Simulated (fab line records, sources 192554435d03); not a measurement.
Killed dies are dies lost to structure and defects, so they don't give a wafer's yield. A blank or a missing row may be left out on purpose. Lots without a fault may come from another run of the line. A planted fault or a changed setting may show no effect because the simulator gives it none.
Split-lot experiment | flow n5_finfet | 7 lots, 21 wafers read, on a route of 1938 steps

THE SPLIT
At N5_BEOL_M0_SAQP_COAT_34 (resist thk 30 nm), the setting spin_rpm was moved away from the recipe's 1500 rpm on 4 of the 21 wafers read, by +8.0% to +9.7%. The other wafers ran this setting at the recipe's value.

FROM THE SPLIT TO THE READING: what the file shows between them, 4 steps
- N5_BEOL_M0_SAQP_EBR_36
- N5_BEOL_M0_SAQP_SOFTBAKE_35: time 60 s
- N5_BEOL_M0_SAQP_EXPOSE_37: exposes mask M0 CUT1, target cd 30 nm
- N5_BEOL_M0_SAQP_PEB_38: peb time 60 s

THE READING
CAR-EUV_of_BEOL_M0_SAQP_COAT_34.thk_nm (the simulator's own value, which no gauge read), in nm, at N5_BEOL_M0_SAQP_DEVELOP_39 (develop time 30 s). The file gives no usual value for it. The 17 wafers here that ran the recipe average 29.5 nm, standard deviation 0.1 nm.

wafer  | tool, chamber at the split | spin_rpm as run, rpm | against the recipe | CAR-EUV_of_BEOL_M0_SAQP_COAT_34.thk_nm, nm | against lot-mates on the recipe
L074.2 | litho_track-02, 0          | 1645                 | +9.7%              | 28.2                                       | -1.2
L074.3 | litho_track-02, 0          | 1645                 | +9.7%              | 28                                         | -1.4
L074.5 | litho_track-02, 0          | 1500                 | recipe             | 29.4                                       | -
L078.2 | litho_track-04, 0          | 1500                 | recipe             | 29.4                                       | -
L078.5 | litho_track-04, 0          | 1500                 | recipe             | 29.4                                       | -
L078.4 | litho_track-04, 0          | 1500                 | recipe             | 29.6                                       | -
L082.1 | litho_track-01, 0          | 1500                 | recipe             | 29.4                                       | -
L082.3 | litho_track-01, 0          | 1500                 | recipe             | 29.6                                       | -
L082.5 | litho_track-01, 0          | 1500                 | recipe             | 29.6                                       | -
L088.3 | litho_track-01, 0          | 1500                 | recipe             | 29.4                                       | -
L088.4 | litho_track-01, 0          | 1500                 | recipe             | 29.4                                       | -
L088.6 | litho_track-01, 0          | 1500                 | recipe             | 29.4                                       | -
L094.1 | litho_track-01, 0          | 1500                 | recipe             | 29.6                                       | -
L094.5 | litho_track-01, 0          | 1500                 | recipe             | 29.6                                       | -
L094.6 | litho_track-01, 0          | 1500                 | recipe             | 29.4                                       | -
L095.1 | litho_track-02, 0          | 1500                 | recipe             | 29.6                                       | -
L095.2 | litho_track-02, 0          | 1500                 | recipe             | 29.6                                       | -
L095.4 | litho_track-02, 0          | 1500                 | recipe             | 29.4                                       | -
L096.4 | litho_track-04, 0          | 1620                 | +8.0%              | 28.6                                       | -1.0
L096.5 | litho_track-04, 0          | 1500                 | recipe             | 29.6                                       | -
L096.6 | litho_track-04, 0          | 1620                 | +8.0%              | 28.4                                       | -1.2

THE FIT
A straight line over all 21 wafers: CAR-EUV_of_BEOL_M0_SAQP_COAT_34.thk_nm changes by -0.136 nm for each +1% of spin_rpm; r = -0.98; the points scatter about the line by 0.11 nm.
The same after taking each lot's own level away (the mean of its wafers on the recipe; 21 wafers): -0.136 nm for each +1%; r = -0.98; scatter 0.088 nm.
On that fit, the largest move of spin_rpm shifts the reading by 1.3 nm.
The lots' own levels span 29.40 to 29.60 nm, that is 2.0 times the standard deviation above.
So the lot-to-lot level changes the slope little: the two slopes agree.
Check: with one of the wafers moved furthest among these (+9.7%) left out of the fit, the line predicts -1.36 nm for it against its lot-mates. It came out at -1.2 nm against them.

THE WHOLE CHAIN: every reading that the file lists as answering this split, in the file's order
step                       | what it does      | reading                                                                                 | change (the file's fit)               | r (the file's)
N5_BEOL_M0_SAQP_COAT_34    | resist thk 30 nm  | CAR-EUV_of_BEOL_M0_SAQP_COAT_34.thk_nm (the simulator's own value, which no gauge read) | -0.147 nm for each +1% of the setting | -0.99
N5_BEOL_M0_SAQP_DEVELOP_39 | develop time 30 s | CAR-EUV_of_BEOL_M0_SAQP_COAT_34.thk_nm (the simulator's own value, which no gauge read) | -0.136 nm for each +1% of the setting | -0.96

THE FILE'S OWN FIT
CAR-EUV_of_BEOL_M0_SAQP_COAT_34.thk_nm changes by -0.136 nm for each +1% of spin_rpm, r = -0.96.
